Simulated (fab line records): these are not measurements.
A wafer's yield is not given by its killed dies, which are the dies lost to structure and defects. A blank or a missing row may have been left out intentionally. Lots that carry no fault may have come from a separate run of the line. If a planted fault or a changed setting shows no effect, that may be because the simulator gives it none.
Code-filled problem report in 8D (eight disciplines) form -- flow nand-harc -- the parts of the form that need people (team, actions taken, sign-off) are left out

== 1. THE PROBLEM ==
thk-nm at NHARC_A_ONON_D2_THK_MEAS_24 reads a mean of 1619 nm on 6 wafers of 2 lots; wafers without a fault read 1001 nm with a standard deviation of 8. Measured from the usual mean, that is +77 standard deviations.
The step: measures by ellipsometry.
Seen first at day 19 16:31 on film-metro-01, wafer L442.1. The record holds 39 wafers of 13 lots with a number at this step. Rule for "out" (also "out of limits"): further than 4 standard deviations from the usual mean. The other wafers with a number count as sound.

== 2. WHAT THIS IS AND IS NOT ==
question,is,is not
which readings at this step,thk-nm,-
which lots,"L442, L443","L426, L427, L428, L430, L431, L432, L433, L434, L444, L447, L448"
which wafers of those lots,all that have a number,-
read on which gauges,"film-metro-01, film-metro-02",-
when,from day 19 16:31,"up to then (24 sound wafers); but 9 sound wafers of L444, L447, L448 came after"

== 3. WHAT RULES OUT EACH SUSPECT ==
Counting: a tool at a process step up to the reading stays a suspect if it ran every lot that is out and no sound lot after the first of them.
- ruled out: the gauge at NHARC_A_ONON_D2_THK_MEAS_24. 2 gauges (film-metro-01, film-metro-02) read the wafers that are out.
- cmp-02 at NHARC_A_CHANNEL_FILL_D1_CMP_10 (polishes, target thk 150 nm): ruled out as a lasting fault. The sound lots L444 went through it after L442, its earliest lot that is out (day 17 15:14).
- pecvd-onon-02 at NHARC_A_ONON_D2_DEP_22 (target thk 1000 nm): kept. All lots that are out passed through it, beginning with L442 at day 19 16:01, and no sound lot followed; its final sound lot before that point was L434 at day 16 05:31.
Remaining after the count: pecvd-onon-02 at NHARC_A_ONON_D2_DEP_22.

== 4. THE CAUSE (what the simulator had put in) ==
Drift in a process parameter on pecvd-onon-02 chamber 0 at NHARC_A_ONON_D2_DEP_22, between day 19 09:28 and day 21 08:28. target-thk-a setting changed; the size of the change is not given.
This tool alone remained once counting was done.

== 5. THE EFFECT CHAIN, in route order ==
Each row: a reading whose mean over the struck wafers that have a number lies more than 3 standard deviations from the usual. Scope: only readings with a usual standard deviation given in the record; hours: median across lots of the time from each lot's start at the first step in this table that gives one to its start at this step; sigmas: change in usual standard deviations.
hours,step,reading,usual,on struck wafers,change,sigmas
0,NHARC_A_ONON_D2_THK_MEAS_24,thk-nm,1001 nm,1619,+618,+77
287,NHARC_END_SORT_01,killed-at-array,56,674,+618,+33
287,NHARC_END_SORT_01,killed-dies,61,677,+616,+32

== 6. WHAT WOULD HAVE CAUGHT IT SOONER ==
Counted from the fault's start at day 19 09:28, it took 7 hours until the first out-of-limits reading at a measuring or inspecting step in this record, taken at day 19 16:31.
Tool readings at NHARC_A_ONON_D2_DEP_22 with a usual standard deviation given in the record: none out on any struck wafer, hence no alarm at a limit of 4 standard deviations on them.
Of the lots that are out (2), L443 began NHARC_A_ONON_D2_DEP_22 on pecvd-onon-02 after day 19 16:31. It would have been spared by a hold on the tool at that moment.
